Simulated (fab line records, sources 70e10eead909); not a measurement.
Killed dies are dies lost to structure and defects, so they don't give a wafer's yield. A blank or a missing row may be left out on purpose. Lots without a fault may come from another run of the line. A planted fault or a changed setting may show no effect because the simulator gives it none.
Chamber matching | flow nand_harc | NHARC_P_CONTACT_CMP_01 on cmp-03: 4 sister chambers
The step polishes SiO2, target thk 200 nm. 7 wafers are shown with their chamber, then 7 later ones without.

WAFERS WITH THEIR CHAMBER
wafer  | chamber | motor_current_A (A) | edge_zone_pressure_frac
L153.2 | 0       | 10.1                | 1.001
L153.5 | 3       | 9.6                 | 0.999
L166.1 | 3       | 9.5                 | 0.997
L166.2 | 0       | 10.3                | 1.004
L166.5 | 1       | 12.1                | 1.002
L172.1 | 1       | 11.9                | 1.001
L172.3 | 2       | 11.6                | 1.003

WAFERS WITHOUT THEIR CHAMBER
wafer  | motor_current_A (A) | edge_zone_pressure_frac
L172.6 | 12.2                | 0.998
L173.2 | 9.9                 | 0.995
L173.4 | 11.5                | 1.000
L173.5 | 9.4                 | 0.997
L174.2 | 11.4                | 1.003
L174.4 | 12.1                | 0.996
L174.6 | 10.1                | 0.999

WHICH CHAMBER EACH WENT THROUGH
wafer  | from the rows above | in truth
L172.6 | 1                   | 1
L173.2 | 3                   | 3
L173.4 | 2                   | 2
L173.5 | 3                   | 3
L174.2 | 2                   | 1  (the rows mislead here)
L174.4 | 1                   | 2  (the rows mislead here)
L174.6 | 0                   | 0
Placed correctly: 5 of 7. Can't be placed from these rows: 0. Placed wrongly: 2.
How it was worked out, from the rows above alone: a wafer's distance from a chamber is the root of the sum, over the readings, of the square of ((its reading less the chamber's mean) divided by the reading's scatter). The wafer belongs to the nearest chamber; if the next one is less than 2 further off, it can't be placed. A chamber's mean is the mean of its shown wafers. The scatter: the root of (the sum of the squares of (reading less its chamber's mean) over the shown wafers, divided by (wafers less chambers)).
